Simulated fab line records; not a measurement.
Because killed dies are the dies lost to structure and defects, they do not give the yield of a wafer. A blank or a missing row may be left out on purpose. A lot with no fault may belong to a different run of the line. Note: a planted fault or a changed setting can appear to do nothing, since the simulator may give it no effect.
Chamber matching    flow n5Finfet    4 sister chambers for N5_BEOL_M4_DESCUM_33 on rieDiel-03
The step chemistry O2, time 7 s. 4 wafers are shown with their chamber, then 9 later ones without.

== WAFERS PAIRED WITH THEIR CHAMBERS ==
wafer   chamber  showerheadPlenumPTorr (Torr)
L091.2  0        1.90
L091.3  1        2.13
L091.5  2        2.08
L091.6  3        2.16

== WAFERS MISSING THEIR CHAMBER ==
wafer   showerheadPlenumPTorr (Torr)
L093.2  2.16
L093.3  2.08
L093.4  1.90
L096.1  2.13
L096.2  1.89
L096.4  2.15
L090.1  2.15
L090.4  1.89
L090.6  2.08

== EACH ONE'S CHAMBER ==
wafer   from the rows above      in truth
L093.2  3                        3
L093.3  2                        2
L093.4  0                        0
L096.1  1                        1
L096.2  0                        0
L096.4  can't be placed: 3 or 1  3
L090.1  can't be placed: 3 or 1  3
L090.4  0                        0
L090.6  2                        2
Correct placement for 7 of the 9. Cannot be placed on the basis of these rows: 2; the candidates contain the true chamber in 2. 0 placed wrongly.
How it was worked out, from the rows above alone: a wafer's distance from a chamber is the root of the sum, over the readings, of the square of ((its reading less the chamber's mean) divided by the reading's scatter). The wafer belongs to the nearest chamber; if the next one is less than 2 further off, it can't be placed. A chamber's mean is the mean of its shown wafers. The scatter (one wafer shown for each chamber): square how far every hidden wafer sits from the nearest shown wafer, average those squares and take the square root.
